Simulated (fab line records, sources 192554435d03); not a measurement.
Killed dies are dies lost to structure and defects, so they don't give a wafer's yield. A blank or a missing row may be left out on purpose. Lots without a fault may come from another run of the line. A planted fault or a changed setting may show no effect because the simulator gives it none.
Split-lot experiment | flow n5_finfet | 7 lots, 21 wafers read, on a route of 1938 steps

THE SPLIT
At N5_MIM_BOT_ETCH_ETCH_04 (etches SiNx in CF4/O2, target depth 26 nm, time 13 s), the setting time_s was moved away from the recipe's 13 s on 5 of the 21 wafers read, by -16.0% to +17.9%. The other wafers ran this setting at the recipe's value.

The reading is taken at the split's own step.

THE READING
etch.depth_nm (the simulator's own value, which no gauge read), in nm, at N5_MIM_BOT_ETCH_ETCH_04 (etches SiNx in CF4/O2, target depth 26 nm, time 13 s). The file gives no usual value for it. The 16 wafers here that ran the recipe average 25.46 nm, standard deviation 0.99 nm.

wafer  | tool, chamber at the split | time_s as run, s | against the recipe | etch.depth_nm, nm | against lot-mates on the recipe
L088.3 | rie_diel-01, 0             | 13               | recipe             | 24.81             | -
L088.5 | rie_diel-01, 1             | 13               | recipe             | 25.25             | -
L088.6 | rie_diel-01, 0             | 13               | recipe             | 24.88             | -
L089.2 | rie_diel-04, 3             | 13               | recipe             | 27.26             | -
L089.5 | rie_diel-04, 3             | 13               | recipe             | 27.32             | -
L089.6 | rie_diel-04, 0             | 13               | recipe             | 24.97             | -
L090.4 | rie_diel-05, 1             | 13               | recipe             | 24.03             | -
L090.5 | rie_diel-05, 2             | 13               | recipe             | 25.95             | -
L090.6 | rie_diel-05, 1             | 13               | recipe             | 24.12             | -
L091.3 | rie_diel-01, 2             | 15.33            | +17.9%             | 31.17             | +6.45
L091.4 | rie_diel-01, 0             | 15.33            | +17.9%             | 29.43             | +4.71
L091.5 | rie_diel-01, 0             | 13               | recipe             | 24.72             | -
L092.2 | rie_diel-01, 2             | 13               | recipe             | 26.63             | -
L092.4 | rie_diel-01, 0             | 10.92            | -16.0%             | 20.81             | -5.00
L092.5 | rie_diel-01, 0             | 13               | recipe             | 25                | -
L094.1 | rie_diel-04, 0             | 12.07            | -7.2%              | 23.31             | -1.68
L094.5 | rie_diel-04, 1             | 13               | recipe             | 25.04             | -
L094.6 | rie_diel-04, 0             | 13               | recipe             | 24.93             | -
L093.3 | rie_diel-05, 2             | 13               | recipe             | 26.05             | -
L093.4 | rie_diel-05, 3             | 13.93            | +7.2%              | 28.92             | +2.70
L093.5 | rie_diel-05, 0             | 13               | recipe             | 26.4              | -

THE FIT
A straight line over all 21 wafers: etch.depth_nm changes by +0.287 nm for each +1% of time_s; r = +0.90; the points scatter about the line by 1 nm.
The same after taking each lot's own level away (the mean of its wafers on the recipe; 21 wafers): +0.31 nm for each +1%; r = +0.95; scatter 0.7 nm.
On that fit, the largest move of time_s shifts the reading by 5.6 nm.
The lots' own levels span 24.700 to 26.517 nm, that is 1.8 times the standard deviation above.
So the lot-to-lot level changes the slope little: the two slopes agree.
Check: with one of the wafers moved furthest among these (+17.9%) left out of the fit, the line predicts +5.17 nm for it against its lot-mates. It came out at +6.45 nm against them.

OTHER SPLITS ON THESE WAFERS
These wafers also went through other splits before the reading. Each is held against what the fit with the lots' levels taken away leaves over:
other split on the same wafers | wafers away from the commonest value | r with etch.depth_nm (lot level and that fit taken away)
N5_BEOL_M13_ETCH_59 bias_w     | 6                                    | -0.06
N5_BEOL_M15_EXPOSE_25 dose_mj  | 10                                   | +0.14
N5_BEOL_M15_DESCUM_33 time_s   | 10                                   | +0.16

THE FILE'S OWN FIT
etch.depth_nm changes by +0.311 nm for each +1% of time_s, r = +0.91.
